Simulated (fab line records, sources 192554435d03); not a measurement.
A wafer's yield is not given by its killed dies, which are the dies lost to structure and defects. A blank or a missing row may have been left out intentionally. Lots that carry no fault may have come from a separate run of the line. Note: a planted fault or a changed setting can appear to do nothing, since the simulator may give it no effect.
Matching of chambers + flow n5_finfet + N5_MOL_CONTACT_COAG_ETCH_66 on rie_diel-05 has 3 sister chambers
The step etches SiARC in CF4, target depth 13 nm, time 21.7 s. 6 wafers are shown with their chamber, then 4 later ones without.

## EACH WAFER AND ITS CHAMBER
| wafer  | chamber | throttle_valve_pct (%) | drypump_motor_current_A (A) |
|--------|---------|------------------------|-----------------------------|
| L077.3 | 3       | 15.92                  | 5.95                        |
| L078.1 | 2       | 15.65                  | 6.15                        |
| L078.2 | 3       | 15.94                  | 5.99                        |
| L078.3 | 0       | 15.28                  | 5.60                        |
| L083.2 | 2       | 15.66                  | 6.15                        |
| L083.3 | 0       | 15.30                  | 5.56                        |

## WAFERS MISSING THEIR CHAMBER
| wafer  | throttle_valve_pct (%) | drypump_motor_current_A (A) |
|--------|------------------------|-----------------------------|
| L083.5 | 15.66                  | 6.14                        |
| L091.4 | 15.68                  | 6.13                        |
| L093.1 | 15.34                  | 5.56                        |
| L093.2 | 15.49                  | 5.89                        |

## EACH ONE'S CHAMBER
| wafer  | from the rows above | in truth                   |
|--------|---------------------|----------------------------|
| L083.5 | 2                   | 2                          |
| L091.4 | 2                   | 2                          |
| L093.1 | 0                   | 0                          |
| L093.2 | 2                   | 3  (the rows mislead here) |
Correctly placed: 3 of 4. Not placeable from these rows: 0. 1 placed wrongly.
How it was worked out, from the rows above alone: a wafer's distance from a chamber is the root of the sum, over the readings, of the square of ((its reading less the chamber's mean) divided by the reading's scatter). The wafer belongs to the nearest chamber; if the next one is less than 2 further off, it can't be placed. A chamber's mean is the mean of its shown wafers. The scatter: the root of (the sum of the squares of (reading less its chamber's mean) over the shown wafers, divided by (wafers less chambers)).
